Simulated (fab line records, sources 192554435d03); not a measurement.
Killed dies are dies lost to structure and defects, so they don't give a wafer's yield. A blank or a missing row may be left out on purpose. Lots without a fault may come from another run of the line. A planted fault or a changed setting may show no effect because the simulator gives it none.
A struck lot beside a sound one | flow n5_finfet | 42 steps out of a route of 1938
Sound: wafers L281.1, L281.2, L281.3. Struck: wafers L274.2, L274.5. (L274.3 of the same lot was not struck and is left out.) The cause comes at the end.
At each step with rows: each side's tool, then ch and its chambers, then its first start. Under that, the readings that differ: sound wafers | struck wafers | difference of the means | sigmas: that difference in standard deviations of wafers without a fault.
alike: readings whose means differ by less than 2 such deviations, and words and numbers that are the same on both sides. not compared: withheld readings, readings that some wafer has no value for, bounds like >300 that may hide the same value, and numbers for which the record gives no deviation and whose values overlap.
The two part at a step that has a row with sigmas, a row that says differs or no value, or rows on one side only. Numbers that don't overlap but have no deviation are shown without sigmas and don't part them. A reading that every wafer of one side lacks parts them only if that side has two wafers or more.

first, 9 steps without rows for these wafers: N5_BEOL_M4_ANNEAL_95 (time 240 s); N5_BEOL_M4_SPUTTER_96 (material Cu, target thk 4.5 nm, time 8.29 s); N5_BEOL_M4_ECD_50 (material Cu, target thk 300 nm); N5_BEOL_M4_ANNEAL_51 (time 90 s); N5_BEOL_M4_CMP_52 (polishes, stops on SiOC, t overpolish 6.8 s, target thk 40 nm); N5_BEOL_M4_PRE_CLEAN_60 (time 15 s); N5_BEOL_M4_CO_CAP_55 (material Co, precursor CCTBA/H2, target thk 2 nm, time 102.1 s); N5_BEOL_M4_PRE_CLEAN_56 (time 15 s); N5_BEOL_M4_DEP_57 (deposits SiCN from 3MS/NH3, target thk 8 nm, time 14 s).
N5_BEOL_M4_RC_MEAS_101:
  sound on prober-01 ch 0, day 14 03:24; struck on prober-01 ch 0, day 12 10:05
  alike: DIBL_N, DIBL_P, IOFF_N, IOFF_P, ION_N, ION_P, SS_N, SS_P, VT_N, VT_P
then, 24 steps without rows for these wafers: N5_BEOL_M5_ILD_DEP_00 (deposits SiCOH lowk from DEMS/porogen, target thk 140.64 nm, time 25.9 s); N5_BEOL_M5_CURE_79 (cures SiCOH lowk, time 240 s); N5_BEOL_M5_PECVD_70 (deposits SiO2 from TEOS/O2, target thk 16 nm, time 18 s); N5_BEOL_M5_HM_DEP_02 (deposits TiN, target thk 20 nm); N5_BEOL_M5_COAT_59 (time 60 s, resist thk 60 nm); N5_BEOL_M5_COAT_60 (time 60 s, resist thk 12 nm); N5_BEOL_M5_COAT_71 (time 60 s, resist thk 5 nm); N5_BEOL_M5_COAT_05 (resist thk 30 nm); N5_BEOL_M5_EBR_07; N5_BEOL_M5_SOFTBAKE_06 (time 60 s); N5_BEOL_M5_EXPOSE_08 (exposes mask M5, target cd 28 nm); N5_BEOL_M5_PEB_09 (peb time 60 s); N5_BEOL_M5_DEVELOP_10 (develop time 30 s); N5_BEOL_M5_DESCUM_16 (chemistry O2, time 7 s); N5_BEOL_M5_ETCH_72 (etches underlayer in N2/H2, target depth 6.5 nm, time 5.2 s); N5_BEOL_M5_ETCH_61 (etches SiARC in CF4, target depth 15.6 nm, time 26 s); N5_BEOL_M5_ETCH_62 (etches SOC in N2/H2, target depth 75 nm, overetch 15 nm, time 112.5 s); N5_BEOL_M5_STRIP_63 (strips in N2/H2); N5_BEOL_M5_STRIP_73 (strips in N2/H2); N5_BEOL_M5_STRIP_64 (strips in CF4); N5_BEOL_M5_HM_OPEN_17 (chemistry Cl2/BCl3, target TiN, target depth 20 nm, overetch 6 nm); N5_BEOL_M5_STRIP_19 (strips in O2); N5_BEOL_M5_COAT_65 (time 60 s, resist thk 60 nm); N5_BEOL_M5_COAT_66 (time 60 s, resist thk 12 nm).
N5_BEOL_M9_HM_DEP_02: deposits TiN, target thk 20 nm.
  sound on pvd_sputter-02, day 15 23:25; struck on pvd_sputter-03, day 14 02:22
  reading                                    | sound          | struck    | difference | sigmas
  model.TiN_of_BEOL_M9_HM_DEP_02.thk_nm (nm) | 20.4 19.8 19.6 | 31.2 31.4 | +11.4      |
  alike: chamber_pressure_pa, throttle_valve_pct
N5_BEOL_M9_HM_OPEN_17: chemistry Cl2/BCl3, target TiN, target depth 20 nm, overetch 6 nm.
  sound on rie_metal-01 ch 0,1, day 16 00:46; struck on rie_metal-02 ch 0, day 14 03:25
  reading                  | sound             | struck      | difference | sigmas
  model.etch.depth_nm (nm) | 20.43 19.85 19.65 | 25.54 25.01 | +5.30      |
  alike: drypump_motor_current_A, oes_product_au, throttle_valve_pct
  not compared: rf_hours_counter_h
N5_BEOL_M9_VIA_ETCH_34: etches SiCOH lowk in C4F6/O2, target depth 182.4 nm, time 68.4 s.
  sound on rie_diel-01 ch 0,1,3, day 16 02:59; struck on rie_diel-03 ch 0,3, day 14 04:44
  reading               | sound          | struck    | difference | sigmas
  oes_product_au (a.u.) | 0.79 0.84 0.79 | 0.31 0.30 | -0.50      | -7
  alike: drypump_motor_current_A, rf_vpp_V, showerhead_plenum_p_Torr, throttle_valve_pct
  not compared: rf_hours_counter_h
N5_BEOL_M9_TRENCH_ETCH_37: etches SiCOH lowk in C4F6/O2, target depth 151.43 nm, time 49 s.
  sound on rie_diel-01 ch 0,1,3; struck on rie_diel-03 ch 0,3
  reading                                    | sound          | struck  | difference | sigmas
  model.TiN_of_BEOL_M9_HM_DEP_02.thk_nm (nm) | 16.2 15.4 15.6 | 27.2 27 | +11.4      |
  alike: drypump_motor_current_A, oes_product_au, rf_vpp_V, showerhead_plenum_p_Torr, throttle_valve_pct
  not compared: rf_hours_counter_h
N5_BEOL_M9_OCD_MEAS_38:
  sound on ocd-02, day 16 03:16; struck on ocd-01, day 14 05:01
  not compared: trench_depth_nm
N5_BEOL_M9_CD_MEAS_35: target cd 70 nm, target cd y 40 nm.
  sound on cd_sem-01, day 16 03:25; struck on cd_sem-01, day 14 05:10
  reading    | sound          | struck | difference                    | sigmas
  cd_nm (nm) | 70.3 70.8 69.9 | - -    | no value on the struck wafers |
N5_BEOL_M9_THK_MEAS_53: measures by xrf.
  sound on film_metro-01, day 16 05:34; struck on film_metro-01, day 14 07:28
  reading     | sound       | struck | difference                    | sigmas
  M9_THK (nm) | 140 149 142 | - -    | no value on the struck wafers |
-- the record jumps here: 2 days lie between the struck wafers' starts before and after (it left off in module BEOL_M9 and takes up again in module PASSIVATION, whose first step shown is number 1936 of the route) --
N5_PASSIVATION_PROBE_49:
  sound on prober-01, day 19 00:28; struck on prober-01, day 16 14:19
  reading                  | sound          | struck    | difference | sigmas
  defect_limited_yield (%) | 91.3 89.0 93.4 | 0.1 0     | -91.2      | -65
  killed_at_M4_up          | 14 10 16       | 1070 1083 | +1063      | +99 or more
  killed_dies              | 103 130 78     | 1179 1180 | +1076      | +63
  killed_on_rim            | 14 20 9        | 152 152   | +138       | +35
  sort_bin_5_function (%)  | 5.2 6.9 3.6    | 95.4 96.2 | +90.6      | +95
  sort_n_pass              | 1077 1050 1100 | 1 0       | -1075      | -63
  sort_yield_pct (%)       | 91.3 89.0 93.2 | 0.1 0     | -91.1      | -61
  alike: killed_at_M0_to_M3, killed_at_contacts, killed_at_front_end, killed_at_other, killed_open, killed_short, sort_bin_4_leakage, sort_bin_6_memory

WHERE THEY PART
First at N5_BEOL_M9_VIA_ETCH_34; last, within this record, at N5_PASSIVATION_PROBE_49.

WHY: what the simulator had put in
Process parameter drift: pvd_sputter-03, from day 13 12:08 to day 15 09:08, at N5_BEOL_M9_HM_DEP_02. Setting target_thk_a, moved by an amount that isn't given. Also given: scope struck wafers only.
